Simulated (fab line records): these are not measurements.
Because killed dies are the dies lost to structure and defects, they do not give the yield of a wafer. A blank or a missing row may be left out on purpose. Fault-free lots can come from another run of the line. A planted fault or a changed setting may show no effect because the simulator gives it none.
One fault through the eyes of 2 desks + flow n5 finfet + each desk has only its own numbers; what lay behind them comes last

== METROLOGY DESK ==
What the gauges read for every lot (on any tool): the sampled wafers with a number, averaged. Marked OUT: a lot whose mean sits more than 4 standard deviations from the usual mean, which makes it out of limits; the brackets give that distance. Only the readings that lie furthest out on some lot appear, 7 of the 10 it has.
Columns: A = DIBL_N at N5_BEOL_M4_RC_MEAS_101, usual 36.5 mV/V; B = DIBL_P at N5_BEOL_M4_RC_MEAS_101, usual 36.5 mV/V; C = IOFF_P at N5_BEOL_M4_RC_MEAS_101, usual 0.221 nA/um; D = ION_P at N5_BEOL_M4_RC_MEAS_101, usual 466 uA/um; E = SS_N at N5_BEOL_M4_RC_MEAS_101, usual 71.6 mV/dec; F = VT_N at N5_BEOL_M4_RC_MEAS_101, usual 249.2 mV; G = VT_P at N5_BEOL_M4_RC_MEAS_101, usual -249 mV
| lot  | first seen here | A    | B    | C     | D   | E    | F     | G    |
|------|-----------------|------|------|-------|-----|------|-------|------|
| L401 | day 8 15:39     | 37.5 | 35.4 | 0.212 | 467 | 71.6 | 248.8 | -250 |
| L406 | day 11 11:06    | 36.1 | 37.4 | 0.247 | 476 | 71.7 | 247.7 | -246 |
| L408 | day 11 14:59    | 36.5 | 37.7 | 0.185 | 459 | 71.2 | 251.4 | -254 |
| L415 | day 13 02:58    | 35.7 | 35.8 | 0.219 | 465 | 71.7 | 249.6 | -248 |
| L418 | day 14 13:50    | 35.7 | 35.9 | 0.200 | 463 | 71.2 | 248.9 | -252 |
This desk's finding: nothing out of limits on any of the 5 lots.

== AT THE TOOL OWNER'S DESK: rie diel-04 ==
The tool's own readings at N5_MOL_CONTACT_COAG_ETCH_47 (etches SiNx in CH3F/O2, stops on W, target depth 27 nm): means of the sampled wafers that have a number, for each lot that ran on this tool. Marked OUT: a lot whose mean sits more than 4 standard deviations from the usual mean, which makes it out of limits; the brackets give that distance.
Columns: A = drypump motor current A at N5_MOL_CONTACT_COAG_ETCH_47, usual 5.8 A; B = etch rf on time s at N5_MOL_CONTACT_COAG_ETCH_47, usual 31.1 s; C = mfc ar sccm at N5_MOL_CONTACT_COAG_ETCH_47, usual 150.0 sccm; D = oes product au at N5_MOL_CONTACT_COAG_ETCH_47, usual 0.70 a.u.; E = rf vpp V at N5_MOL_CONTACT_COAG_ETCH_47, usual 298 V; F = showerhead plenum p Torr at N5_MOL_CONTACT_COAG_ETCH_47, usual 2.03 Torr; G = throttle valve pct at N5_MOL_CONTACT_COAG_ETCH_47, usual 16.38 %
| lot  | first seen here | A   | B               | C     | D    | E   | F    | G     |
|------|-----------------|-----|-----------------|-------|------|-----|------|-------|
| L401 | day 5 03:26     | 5.7 | 31.3            | 149.8 | 0.69 | 299 | 2.06 | 16.28 |
| L406 | day 6 10:58     | 5.8 | 32.8 (+5.0) OUT | 150.3 | 0.66 | 298 | 2.05 | 16.31 |
This desk's verdict: out of limits on L406, starting with L406 at day 6 10:58 (etch rf on time s at N5_MOL_CONTACT_COAG_ETCH_47). L401 stayed within limits.

== TAKEN TOGETHER ==
On L406, at day 6 10:58, an alarm was possible from the tool owner's desk.
The metrology desk saw nothing out of limits.
The metrology desk has L406 on record, within its limits.
The lots listed all ran N5_MOL_CONTACT_COAG_ETCH_47 on rie diel-04.

== WHAT HAD BEEN PUT IN BY THE SIMULATOR ==
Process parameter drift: rie diel-04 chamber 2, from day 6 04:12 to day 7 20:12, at N5_MOL_CONTACT_COAG_ETCH_47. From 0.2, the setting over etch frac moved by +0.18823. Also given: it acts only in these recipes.
Lots struck among those shown: L406.
How many hours passed from the start of the fault until each desk's first out-of-limits reading: the tool owner's desk, 7.
